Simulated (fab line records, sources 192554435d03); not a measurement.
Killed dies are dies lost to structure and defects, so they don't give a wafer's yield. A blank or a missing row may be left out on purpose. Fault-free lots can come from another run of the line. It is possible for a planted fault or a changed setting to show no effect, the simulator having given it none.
Chamber matching :: flow n5 finfet :: 4 sister chambers for N5_SD_EPI_P_ETCH_37 on rie diel-01
The step etches SOC in N2/H2, overetch 108 nm, time 486 s. 18 wafers are shown with their chamber, then 9 later ones without.

== WAFERS, EACH WITH ITS CHAMBER ==
wafer: L074.2
chamber: 1
drypump motor current A (A): 5.6
showerhead plenum p Torr (Torr): 2.59
throttle valve pct (%): 23.69

wafer: L074.4
chamber: 0
drypump motor current A (A): 5.0
showerhead plenum p Torr (Torr): 2.46
throttle valve pct (%): 23.33

wafer: L074.5
chamber: 1
drypump motor current A (A): 5.6
showerhead plenum p Torr (Torr): 2.59
throttle valve pct (%): 23.69

wafer: L079.1
chamber: 1
drypump motor current A (A): 5.6
showerhead plenum p Torr (Torr): 2.59
throttle valve pct (%): 23.71

wafer: L079.2
chamber: 0
drypump motor current A (A): 5.0
showerhead plenum p Torr (Torr): 2.46
throttle valve pct (%): 23.35

wafer: L079.3
chamber: 3
drypump motor current A (A): 6.2
showerhead plenum p Torr (Torr): 2.59
throttle valve pct (%): 23.55

wafer: L083.1
chamber: 2
drypump motor current A (A): 6.2
showerhead plenum p Torr (Torr): 2.60
throttle valve pct (%): 23.89

wafer: L083.3
chamber: 1
drypump motor current A (A): 5.6
showerhead plenum p Torr (Torr): 2.58
throttle valve pct (%): 23.69

wafer: L083.4
chamber: 3
drypump motor current A (A): 6.2
showerhead plenum p Torr (Torr): 2.59
throttle valve pct (%): 23.54

wafer: L085.1
chamber: 3
drypump motor current A (A): 6.2
showerhead plenum p Torr (Torr): 2.58
throttle valve pct (%): 23.55

wafer: L085.4
chamber: 3
drypump motor current A (A): 6.2
showerhead plenum p Torr (Torr): 2.58
throttle valve pct (%): 23.55

wafer: L085.5
chamber: 0
drypump motor current A (A): 5.0
showerhead plenum p Torr (Torr): 2.45
throttle valve pct (%): 23.35

wafer: L086.2
chamber: 2
drypump motor current A (A): 6.1
showerhead plenum p Torr (Torr): 2.60
throttle valve pct (%): 23.56

wafer: L086.3
chamber: 1
drypump motor current A (A): 5.6
showerhead plenum p Torr (Torr): 2.58
throttle valve pct (%): 23.73

wafer: L086.4
chamber: 2
drypump motor current A (A): 6.2
showerhead plenum p Torr (Torr): 2.60
throttle valve pct (%): 23.56

wafer: L090.2
chamber: 0
drypump motor current A (A): 5.0
showerhead plenum p Torr (Torr): 2.45
throttle valve pct (%): 23.36

wafer: L090.5
chamber: 0
drypump motor current A (A): 5.0
showerhead plenum p Torr (Torr): 2.45
throttle valve pct (%): 23.36

wafer: L090.6
chamber: 2
drypump motor current A (A): 6.2
showerhead plenum p Torr (Torr): 2.60
throttle valve pct (%): 23.59

SIGNATURES, as means of the wafers listed above
reading: drypump motor current A
chamber 0: 5.000
chamber 1: 5.600
chamber 2: 6.175
chamber 3: 6.200
scatter within a chamber: 0.0231

reading: showerhead plenum p Torr
chamber 0: 2.4540
chamber 1: 2.5860
chamber 2: 2.6000
chamber 3: 2.5850
scatter within a chamber: 0.00493

reading: throttle valve pct
chamber 0: 23.3500
chamber 1: 23.7020
chamber 2: 23.6500
chamber 3: 23.5475
scatter within a chamber: 0.0753
Rule: distance of a wafer from a chamber = root of the sum over the readings of ((wafer's reading minus chamber's mean) / reading's scatter) squared. The wafer belongs to the nearest chamber; if the next one is less than 2 further off, it can't be placed. How the scatter is found: for the shown wafers, subtract from each reading the mean of its chamber, square and add these, divide the total by (wafers less chambers), then take the root.

== WAFERS WITHOUT THEIR CHAMBER ==
wafer: L091.2
drypump motor current A (A): 6.2
showerhead plenum p Torr (Torr): 2.58
throttle valve pct (%): 23.30

wafer: L091.4
drypump motor current A (A): 6.2
showerhead plenum p Torr (Torr): 2.59
throttle valve pct (%): 23.57

wafer: L091.5
drypump motor current A (A): 6.2
showerhead plenum p Torr (Torr): 2.58
throttle valve pct (%): 23.30

wafer: L093.2
drypump motor current A (A): 6.2
showerhead plenum p Torr (Torr): 2.59
throttle valve pct (%): 23.59

wafer: L093.3
drypump motor current A (A): 5.6
showerhead plenum p Torr (Torr): 2.57
throttle valve pct (%): 23.74

wafer: L093.4
drypump motor current A (A): 6.2
showerhead plenum p Torr (Torr): 2.58
throttle valve pct (%): 23.31

wafer: L094.3
drypump motor current A (A): 6.2
showerhead plenum p Torr (Torr): 2.59
throttle valve pct (%): 23.58

wafer: L094.4
drypump motor current A (A): 6.2
showerhead plenum p Torr (Torr): 2.58
throttle valve pct (%): 23.31

wafer: L094.6
drypump motor current A (A): 5.0
showerhead plenum p Torr (Torr): 2.45
throttle valve pct (%): 23.36

== EACH ONE'S CHAMBER ==
wafer: L091.2
from the rows above: 3
in truth: 3

wafer: L091.4
from the rows above: can't be placed: 3 or 2
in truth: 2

wafer: L091.5
from the rows above: 3
in truth: 3

wafer: L093.2
from the rows above: can't be placed: 3 or 2
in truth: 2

wafer: L093.3
from the rows above: 1
in truth: 1

wafer: L093.4
from the rows above: 3
in truth: 3

wafer: L094.3
from the rows above: can't be placed: 3 or 2
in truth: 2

wafer: L094.4
from the rows above: 3
in truth: 3

wafer: L094.6
from the rows above: 0
in truth: 0
Correctly placed: 6 of 9. These rows do not allow placing 3 (true chamber among the candidates in 3). Number placed wrongly: 0.
